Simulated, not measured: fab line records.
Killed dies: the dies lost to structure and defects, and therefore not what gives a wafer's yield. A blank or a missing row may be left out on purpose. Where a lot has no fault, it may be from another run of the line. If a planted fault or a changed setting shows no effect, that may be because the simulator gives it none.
Problem report in the 8D (eight disciplines) form, filled by code || flow nand_harc || the parts of the form that need people (team, actions taken, sign-off) are left out

## 1. THE ISSUE
Wafers without a fault read 94.4 s with a standard deviation of 0.49, while run_length_s at NHARC_P_M2_ETCH_28 averages 76.2 s across 2 wafers of 1 lot. Measured from the usual mean, that is -37 standard deviations.
The step: etches the open film in CF4/N2, target depth 30 nm, time 72.99 s.
Earliest sighting: wafer L729.2 on rie_diel-02 at day 9 13:56. The record has a number at this step for 15 wafers belonging to 5 lots. Rule for "out" (also "out of limits"): further than 4 standard deviations from the usual mean. The rest of the wafers with a number are treated as sound.

## 2. WHAT IT IS, AND WHAT IT ISN'T
{"question": "which readings at this step", "is": "run_length_s", "is not": "drypump_motor_current_A, oes_product_au, rf_vpp_V, showerhead_plenum_p_Torr, throttle_valve_pct"}
{"question": "which lots", "is": "L729", "is not": "L717, L718, L736, L738"}
{"question": "which wafers of those lots", "is": "L729.2, L729.4", "is not": "L729.6"}
{"question": "read on which tools", "is": "rie_diel-02", "is not": "rie_diel-03"}
{"question": "when", "is": "from day 9 13:56", "is not": "up to then (7 sound wafers); but 6 sound wafers of L736, L738 came after"}

## 3. THE SUSPECTS, EACH WITH WHAT RULES IT OUT
Counting: if a tool at a process step up to the reading ran every lot that is out, it stays a suspect. Sound lots after the first of them don't rule it out here, since some wafers of a struck lot are sound.
- rie_diel-13 at NHARC_P_M2_DESCUM_14 (chemistry O2, time 3 s): kept. It ran the lot that is out, L729 (day 9 13:19).
- rie_diel-13 at NHARC_P_M2_ETCH_35 (etches the open film in N2/H2, target depth 40 nm, overetch 12 nm, time 43.94 s): kept. It ran the lot that is out, L729 (day 9 13:25).
- rie_diel-13 at NHARC_P_M2_ETCH_15 (etches the open film in C4F8/Ar, target depth 182.5 nm, time 91.2 s): kept. It ran the lot that is out, L729 (day 9 13:37). NHARC_P_M2_ETCH_15: start missing for some lots; hours and lot order therefore follow NHARC_P_M2_CD_MEAS_16.
- rie_diel-02 at NHARC_P_M2_STRIP_18 (strips in N2/H2): kept. L729, the lot that is out, went through it at day 9 13:43; up to then, the latest sound lot through it was L718 at day 7 01:19.
- rie_diel-02 at NHARC_P_M2_ETCH_28 (etches the open film in CF4/N2, target depth 30 nm, time 72.99 s): kept. L729, the lot that is out, went through it at day 9 13:56; up to then, the latest sound lot through it was L718 at day 7 01:33. Its own readings are out on those wafers: run_length_s.
- Within rie_diel-13 at NHARC_P_M2_ETCH_35: the wafers that are out ran in chambers 0, 2; their sound lot-mates ran in chamber 3.
- Within rie_diel-02 at NHARC_P_M2_ETCH_28: the wafers that are out ran in chambers 0, 2; their sound lot-mates ran in chamber 1.
Left after counting: rie_diel-13 at NHARC_P_M2_DESCUM_14, rie_diel-13 at NHARC_P_M2_ETCH_35, rie_diel-13 at NHARC_P_M2_ETCH_15, rie_diel-02 at NHARC_P_M2_STRIP_18, rie_diel-02 at NHARC_P_M2_ETCH_28.

## 4. THE CAUSE (what the simulator had put in)
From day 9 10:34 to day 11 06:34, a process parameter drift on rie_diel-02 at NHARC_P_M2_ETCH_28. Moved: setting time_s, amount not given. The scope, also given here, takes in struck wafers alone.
5 suspects survive the count, and this tool is in that group.

## 5. THE EFFECT CHAIN, in route order
Rows list readings where the struck wafers' mean (over those with a number) sits beyond 3 standard deviations from the usual. Scope: only readings with a usual standard deviation given in the record; hours: median across lots of the time from each lot's start at the first step in this table that gives one to its start at this step; sigmas: change in usual standard deviations.
{"hours": 0, "step": "NHARC_P_M2_ETCH_28", "reading": "run_length_s", "usual": "94.4 s", "on struck wafers": 76.2, "change": -18.2, "sigmas": -37}
The process steps in it:
- NHARC_P_M2_ETCH_28: etches the open film in CF4/N2, target depth 30 nm, time 72.99 s.

## 6. HOW IT WOULD HAVE BEEN CAUGHT EARLIER
In this record the first reading out of limits was taken at day 9 13:56, 3 hours after the fault began at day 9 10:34.
